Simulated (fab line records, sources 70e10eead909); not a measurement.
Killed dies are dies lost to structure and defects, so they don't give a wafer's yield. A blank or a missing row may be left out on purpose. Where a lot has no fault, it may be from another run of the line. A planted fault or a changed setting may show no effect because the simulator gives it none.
Which tool is to blame? | flow nandHarc | 72 wafers from 24 lots sampled at 5 of the route's 1302 steps

== WHAT EACH GAUGE READ, for each wafer ==
NHARC_P_M1_CD_MEAS_09: target cd 130 nm.
lot  | measured     | on       | cdNm (nm)
L074 | day 6 04:46  | cdSem-01 | 130.3 129.6 129.4
L075 | day 6 09:27  | cdSem-03 | 129.9 130.3 130.0
L076 | day 7 04:13  | cdSem-01 | 129.7 129.5 130.0
L077 | day 7 08:03  | cdSem-02 | 129.8 130.3 129.7
L078 | day 7 22:01  | cdSem-03 | 129.7 130.3 129.5
L079 | day 8 02:45  | cdSem-01 | 129.8 130.6 130.4
L080 | day 8 20:38  | cdSem-02 | 130.5 130.7 129.9
L081 | day 9 04:41  | cdSem-03 | 129.2 130.0 130.1
L082 | day 9 18:39  | cdSem-01 | 130.0 129.5 129.9
L083 | day 10 03:59 | cdSem-02 | 129.6 129.5 129.8
L085 | day 10 16:23 | cdSem-02 | 128.9 128.6 129.8
L084 | day 10 17:04 | cdSem-01 | 129.2 129.2 129.1
L086 | day 11 06:19 | cdSem-02 | 129.8 129.9 130.5
L087 | day 11 16:10 | cdSem-02 | 129.5 129.8 129.7
L089 | day 12 07:14 | cdSem-02 | 130.0 130.5 130.6
L088 | day 12 08:12 | cdSem-02 | 129.6 130.2 130.1
L090 | day 13 00:09 | cdSem-03 | 130.0 129.6 130.4
L091 | day 13 08:07 | cdSem-02 | 131.0 131.0 130.6
L092 | day 13 14:46 | cdSem-01 | 130.3 129.5 130.6
L093 | day 14 04:22 | cdSem-01 | 130.1 130.4 130.3
L094 | day 14 15:13 | cdSem-01 | 130.9 131.1 130.2
L095 | day 14 23:39 | cdSem-02 | 129.5 129.0 130.2
L096 | day 15 12:25 | cdSem-01 | 130.0 129.2 129.8
L097 | day 16 01:41 | cdSem-02 | 129.7 129.8 130.1

== EACH LOT AND THE TOOL THAT RAN IT (in order: tool; ch and the chambers of the sampled wafers; start) ==
lot  | NHARC_P_GATE_DESCUM_48            | NHARC_P_GATE_RTA_82             | NHARC_P_CONTACT_ETCH_35           | NHARC_P_M0_DEP_32
L074 | rieDiel-13 ch 0,3, day 5 12:44    | rtpAnneal-01 ch 0, day 5 18:56  | rieDiel-11 ch 2,3, day 5 20:52    | pecvd-03 ch 1,2, day 6 03:41
L075 | rieDiel-13 ch 1,2,3, day 5 17:36  | rtpAnneal-01 ch 0, day 5 23:47  | rieDiel-08 ch 0,2,3, day 6 01:43  | pecvd-01 ch 0,1,2, day 6 08:25
L076 | rieDiel-02 ch 0,1,2, day 6 11:20  | rtpAnneal-01 ch 0, day 6 17:30  | rieDiel-11 ch 1,2, day 6 19:35    | pecvd-01 ch 0,1, day 7 02:59
L077 | rieDiel-13 ch 1,3, day 6 15:52    | rtpAnneal-02 ch 0, day 6 22:11  | rieDiel-11 ch 0,1,3, day 7 00:05  | pecvd-03 ch 1,2, day 7 06:47
L078 | rieDiel-02 ch 1,2,3, day 7 05:26  | rtpAnneal-02 ch 0, day 7 11:59  | rieDiel-07 ch 0,2,3, day 7 14:05  | pecvd-03 ch 0,1, day 7 20:47
L079 | rieDiel-13 ch 0,1,3, day 7 10:37  | rtpAnneal-02 ch 0, day 7 17:00  | rieDiel-11 ch 0,2,3, day 7 19:03  | pecvd-03 ch 0,1, day 8 01:40
L080 | rieDiel-02 ch 0,3, day 8 04:12    | rtpAnneal-02 ch 0, day 8 10:39  | rieDiel-11 ch 1,2,3, day 8 12:42  | pecvd-01 ch 0,1, day 8 19:37
L081 | rieDiel-13 ch 0,2, day 8 12:49    | rtpAnneal-01 ch 0, day 8 18:46  | rieDiel-11 ch 0,1, day 8 20:50    | pecvd-04 ch 0,1, day 9 03:23
L082 | rieDiel-02 ch 1,2,3, day 9 02:25  | rtpAnneal-01 ch 0, day 9 08:41  | rieDiel-08 ch 0,2,3, day 9 10:41  | pecvd-01 ch 0,1,2, day 9 17:32
L083 | rieDiel-13 ch 0,1, day 9 10:30    | rtpAnneal-02 ch 0, day 9 17:59  | rieDiel-08 ch 0,1,3, day 9 20:03  | pecvd-03 ch 0,1,2, day 10 02:47
L085 | rieDiel-02 ch 1,2, day 10 00:05   | rtpAnneal-02 ch 0, day 10 06:24 | rieDiel-11 ch 1,2,3, day 10 08:28 | pecvd-01 ch 0,1,2, day 10 15:12
L084 | rieDiel-13 ch 0,1,2, day 10 01:01 | rtpAnneal-02 ch 0, day 10 07:14 | rieDiel-07 ch 0,1, day 10 09:06   | pecvd-04 ch 0,1,2, day 10 15:56
L086 | rieDiel-13 ch 0,3, day 10 14:11   | rtpAnneal-01 ch 0, day 10 20:26 | rieDiel-08 ch 0,1,3, day 10 22:30 | pecvd-01 ch 0,1, day 11 05:10
L087 | rieDiel-13 ch 0,2,3, day 11 00:06 | rtpAnneal-01 ch 0, day 11 06:23 | rieDiel-11 ch 0,1,2, day 11 08:26 | pecvd-03 ch 0,2, day 11 15:02
L089 | rieDiel-02 ch 2,3, day 11 14:25   | rtpAnneal-02 ch 0, day 11 21:03 | rieDiel-07 ch 0,1,2, day 11 23:05 | pecvd-01 ch 0,1,2, day 12 06:00
L088 | rieDiel-13 ch 1,2,3, day 11 15:13 | rtpAnneal-01 ch 0, day 11 22:07 | rieDiel-07 ch 1,2,3, day 12 00:10 | pecvd-01 ch 0,1, day 12 06:55
L090 | rieDiel-13 ch 0,2,3, day 12 08:07 | rtpAnneal-01 ch 0, day 12 14:17 | rieDiel-11 ch 0,1,2, day 12 16:19 | pecvd-03 ch 0,1,2, day 12 23:02
L091 | rieDiel-04 ch 1,2,3, day 12 15:46 | rtpAnneal-02 ch 0, day 12 22:05 | rieDiel-07 ch 1,2,3, day 13 00:09 | pecvd-04 ch 0,1,2, day 13 06:55
L092 | rieDiel-04 ch 0,2, day 12 22:54   | rtpAnneal-01 ch 0, day 13 04:50 | rieDiel-08 ch 2,3, day 13 06:56   | pecvd-03 ch 0,1, day 13 13:39
L093 | rieDiel-04 ch 0,1,2, day 13 12:15 | rtpAnneal-02 ch 0, day 13 18:19 | rieDiel-07 ch 1,2,3, day 13 20:22 | pecvd-04 ch 0,1,2, day 14 03:07
L094 | rieDiel-04 ch 0,2,3, day 13 23:07 | rtpAnneal-02 ch 0, day 14 05:19 | rieDiel-08 ch 1,2,3, day 14 07:15 | pecvd-03 ch 0,1,2, day 14 13:58
L095 | rieDiel-04 ch 1,2,3, day 14 07:33 | rtpAnneal-01 ch 0, day 14 13:47 | rieDiel-11 ch 0,2,3, day 14 15:44 | pecvd-04 ch 1,2, day 14 22:25
L096 | rieDiel-13 ch 0,1, day 14 19:46   | rtpAnneal-01 ch 0, day 15 02:17 | rieDiel-11 ch 0,1,3, day 15 04:25 | pecvd-01 ch 0,2, day 15 11:12
L097 | rieDiel-02 ch 1,2,3, day 15 09:18 | rtpAnneal-02 ch 0, day 15 15:39 | rieDiel-08 ch 0,1,3, day 15 17:44 | pecvd-04 ch 1,2, day 16 00:26
- NHARC_P_GATE_DESCUM_48: chemistry O2, time 3 s.
- NHARC_P_GATE_RTA_82: time 30 s.
- NHARC_P_CONTACT_ETCH_35: etches the open film in CF4, target depth 39 nm, time 65 s.
- NHARC_P_M0_DEP_32: deposits SiCN, target thk 30 nm.

== WHAT THE TOOLS THEMSELVES READ (means of the sampled wafers that have a number; where no wafer has one, the mark that the record gives instead) ==
NHARC_P_GATE_DESCUM_48.
lot  | tool       | drypumpMotorCurrentA (A) | oesProductAu (a.u.) | rfVppV (V) | showerheadPlenumPTorr (Torr) | throttleValvePct (%)
L074 | rieDiel-13 | 5.8                      | 1.005               | 58.0       | 1.89                         | 11.308
L075 | rieDiel-13 | 6.0                      | 1.008               | 57.7       | 1.91                         | 11.307
L076 | rieDiel-02 | 5.8                      | 0.990               | 58.4       | 1.97                         | 11.310
L077 | rieDiel-13 | 6.4                      | 1.003               | 58.3       | 1.96                         | 11.317
L078 | rieDiel-02 | 5.9                      | 0.992               | 58.3       | 2.02                         | 11.307
L079 | rieDiel-13 | 6.0                      | 1.001               | 58.4       | 1.92                         | 11.315
L080 | rieDiel-02 | 6.0                      | 0.994               | 57.3       | 1.97                         | 11.312
L081 | rieDiel-13 | 5.6                      | 1.005               | 57.4       | 1.85                         | 11.312
L082 | rieDiel-02 | 5.9                      | 0.997               | 57.8       | 2.02                         | 11.317
L083 | rieDiel-13 | 6.3                      | 0.999               | 57.2       | 1.95                         | 11.306
L085 | rieDiel-02 | 5.5                      | 0.993               | 57.8       | 2.01                         | 11.311
L084 | rieDiel-13 | 5.9                      | 0.992               | 58.3       | 1.89                         | 11.312
L086 | rieDiel-13 | 5.8                      | 0.998               | 57.2       | 1.88                         | 11.313
L087 | rieDiel-13 | 5.7                      | 0.997               | 57.8       | 1.86                         | 11.311
L089 | rieDiel-02 | 6.3                      | 0.989               | 58.4       | 2.03                         | 11.309
L088 | rieDiel-13 | 6.0                      | 1.005               | 57.5       | 1.91                         | 11.311
L090 | rieDiel-13 | 5.7                      | 0.994               | 56.8       | 1.86                         | 11.310
L091 | rieDiel-04 | 5.5                      | 1.005               | 58.5       | 1.98                         | 11.314
L092 | rieDiel-04 | 4.9                      | 0.999               | 56.9       | 1.91                         | 11.311
L093 | rieDiel-04 | 5.1                      | 1.001               | 58.0       | 1.93                         | 11.307
L094 | rieDiel-04 | 5.3                      | 1.008               | 57.9       | 1.96                         | 11.308
L095 | rieDiel-04 | 5.5                      | 1.008               | 58.6       | 1.98                         | 11.313
L096 | rieDiel-13 | 6.3                      | 0.989               | 56.8       | 1.94                         | 11.310
L097 | rieDiel-02 | 5.9                      | 0.997               | 58.2       | 2.02                         | 11.319

NHARC_P_GATE_RTA_82.
lot  | tool         | lampPowerPct (%) | lamp_zone_1_pct (%) | lamp_zone_3_pct (%) | lamp_zone_5_pct (%) | wafer_temp_C_max
L074 | rtpAnneal-01 | 4.28             | 4.28                | 4.28                | 4.30                | 453.9
L075 | rtpAnneal-01 | 4.29             | 4.29                | 4.28                | 4.29                | 453.7
L076 | rtpAnneal-01 | 4.28             | 4.28                | 4.28                | 4.30                | 453.3
L077 | rtpAnneal-02 | 4.52             | 4.52                | 4.52                | 4.54                | 451.9
L078 | rtpAnneal-02 | 4.52             | 4.52                | 4.52                | 4.53                | 451.6
L079 | rtpAnneal-02 | 4.52             | 4.52                | 4.52                | 4.54                | 451.7
L080 | rtpAnneal-02 | 4.52             | 4.52                | 4.52                | 4.54                | 451.9
L081 | rtpAnneal-01 | 4.28             | 4.28                | 4.28                | 4.30                | 453.4
L082 | rtpAnneal-01 | 4.28             | 4.28                | 4.28                | 4.30                | 453.8
L083 | rtpAnneal-02 | 4.52             | 4.52                | 4.52                | 4.54                | 452.5
L085 | rtpAnneal-02 | 4.52             | 4.52                | 4.52                | 4.54                | 452.1
L084 | rtpAnneal-02 | 4.52             | 4.52                | 4.52                | 4.53                | 451.7
L086 | rtpAnneal-01 | 4.29             | 4.28                | 4.28                | 4.30                | 453.4
L087 | rtpAnneal-01 | 4.29             | 4.28                | 4.28                | 4.30                | 453.3
L089 | rtpAnneal-02 | 4.52             | 4.52                | 4.52                | 4.54                | 451.8
L088 | rtpAnneal-01 | 4.28             | 4.28                | 4.28                | 4.30                | 453.2
L090 | rtpAnneal-01 | 4.28             | 4.28                | 4.28                | 4.30                | 453.6
L091 | rtpAnneal-02 | 4.51             | 4.52                | 4.52                | 4.54                | 451.6
L092 | rtpAnneal-01 | 4.28             | 4.28                | 4.28                | 4.30                | 454.0
L093 | rtpAnneal-02 | 4.52             | 4.52                | 4.52                | 4.54                | 451.7
L094 | rtpAnneal-02 | 4.52             | 4.52                | 4.52                | 4.54                | 451.7
L095 | rtpAnneal-01 | 4.28             | 4.28                | 4.28                | 4.30                | 452.7
L096 | rtpAnneal-01 | 4.28             | 4.28                | 4.28                | 4.30                | 453.2
L097 | rtpAnneal-02 | 4.52             | 4.52                | 4.52                | 4.54                | 452.3

NHARC_P_CONTACT_ETCH_35.
lot  | tool       | drypumpMotorCurrentA (A) | oesProductAu (a.u.) | rfFwdPowerW (W) | rfVppV (V) | showerheadPlenumPTorr (Torr) | throttleValvePct (%)
L074 | rieDiel-11 | 5.4                      | 1.008               | 297.8           | 150.8      | 1.70                         | 13.280
L075 | rieDiel-08 | 5.6                      | 1.007               | 296.5           | 151.9      | 1.79                         | 13.286
L076 | rieDiel-11 | 5.6                      | 0.990               | 298.3           | 150.4      | 1.69                         | 13.280
L077 | rieDiel-11 | 5.8                      | 0.991               | 297.1           | 151.1      | 1.71                         | 13.278
L078 | rieDiel-07 | 6.0                      | 1.004               | 296.0           | 150.9      | 1.78                         | 13.282
L079 | rieDiel-11 | 5.6                      | 0.995               | 297.6           | 149.9      | 1.70                         | 13.290
L080 | rieDiel-11 | 5.6                      | 0.996               | 297.5           | 150.7      | 1.71                         | 13.282
L081 | rieDiel-11 | 6.0                      | 0.999               | 297.0           | 150.6      | 1.69                         | 13.281
L082 | rieDiel-08 | 5.7                      | 1.001               | 296.3           | 151.3      | 1.78                         | 13.286
L083 | rieDiel-08 | 5.6                      | 1.007               | 297.4           | 151.8      | 1.77                         | 13.292
L085 | rieDiel-11 | 5.6                      | 1.004               | 296.7           | 150.7      | 1.71                         | 13.278
L084 | rieDiel-07 | 5.8                      | 1.005               | 297.2           | 152.1      | 1.82                         | 13.280
L086 | rieDiel-08 | 5.6                      | 1.000               | 298.2           | 151.3      | 1.77                         | 13.289
L087 | rieDiel-11 | 5.8                      | 1.004               | 298.0           | 150.6      | 1.69                         | 13.284
L089 | rieDiel-07 | 5.8                      | 0.997               | 297.3           | 151.3      | 1.80                         | 13.288
L088 | rieDiel-07 | 6.0                      | 1.002               | 296.8           | 151.1      | 1.75                         | 13.279
L090 | rieDiel-11 | 5.8                      | 1.004               | 297.2           | 151.0      | 1.68                         | 13.291
L091 | rieDiel-07 | 5.9                      | 0.993               | 296.7           | 151.2      | 1.75                         | 13.280
L092 | rieDiel-08 | 5.4                      | 0.988               | 296.7           | 151.5      | 1.78                         | 13.292
L093 | rieDiel-07 | 6.0                      | 1.003               | 297.0           | 151.8      | 1.75                         | 13.290
L094 | rieDiel-08 | 5.3                      | 0.999               | 297.9           | 151.7      | 1.77                         | 13.291
L095 | rieDiel-11 | 5.5                      | 1.002               | 297.7           | 150.4      | 1.70                         | 13.283
L096 | rieDiel-11 | 5.8                      | 1.005               | 297.5           | 150.2      | 1.71                         | 13.283
L097 | rieDiel-08 | 5.6                      | 1.003               | 298.1           | 150.8      | 1.77                         | 13.284

NHARC_P_M0_DEP_32.
lot  | tool     | heaterPowerW (W) | rfFwdPowerW (W)
L074 | pecvd-03 | 610              | 450.0
L075 | pecvd-01 | 565              | 449.4
L076 | pecvd-01 | 599              | 447.4
L077 | pecvd-03 | 651              | 448.4
L078 | pecvd-03 | 681              | 450.6
L079 | pecvd-03 | 689              | 449.1
L080 | pecvd-01 | 624              | 448.2
L081 | pecvd-04 | 521              | 448.6
L082 | pecvd-01 | 564              | 448.7
L083 | pecvd-03 | 668              | 450.6
L085 | pecvd-01 | 590              | 449.8
L084 | pecvd-04 | 513              | 448.9
L086 | pecvd-01 | 551              | 450.4
L087 | pecvd-03 | 737              | 448.5
L089 | pecvd-01 | 553              | 449.4
L088 | pecvd-01 | 590              | 449.2
L090 | pecvd-03 | 643              | 450.0
L091 | pecvd-04 | 516              | 448.8
L092 | pecvd-03 | 667              | 448.5
L093 | pecvd-04 | 500              | 448.4
L094 | pecvd-03 | 643              | 449.4
L095 | pecvd-04 | 485              | 448.9
L096 | pecvd-01 | 650              | 448.8
L097 | pecvd-04 | 469              | 449.7

== THE ANSWER, worked out from the rows above alone ==
Rule: the usual values come from the lots themselves. Put in order of their means at a reading, lots are off if they are a third of the lots or fewer, leave a main group of 4 or more, and stand apart from it by a gap of 3 or more times the standard deviation of the main group's means; of several such gaps the widest counts. The tables above print the reading to a certain number of digits; a main group whose means all agree to those digits is not used. A lot without any number at a reading at which 4 lots or more have one is off too. Any other lot the step has rows for is counted as sound. The gauges are gone through in route order, then the tools' own readings, and for those a lot's mean is taken as printed above. The first step at which some lot is off is used, and at that step the reading that is off furthest; a lot without a number counts as furthest.
None of the lots is off at any reading shown; this tells nothing.

== WHAT THE SIMULATOR PUT IN ==
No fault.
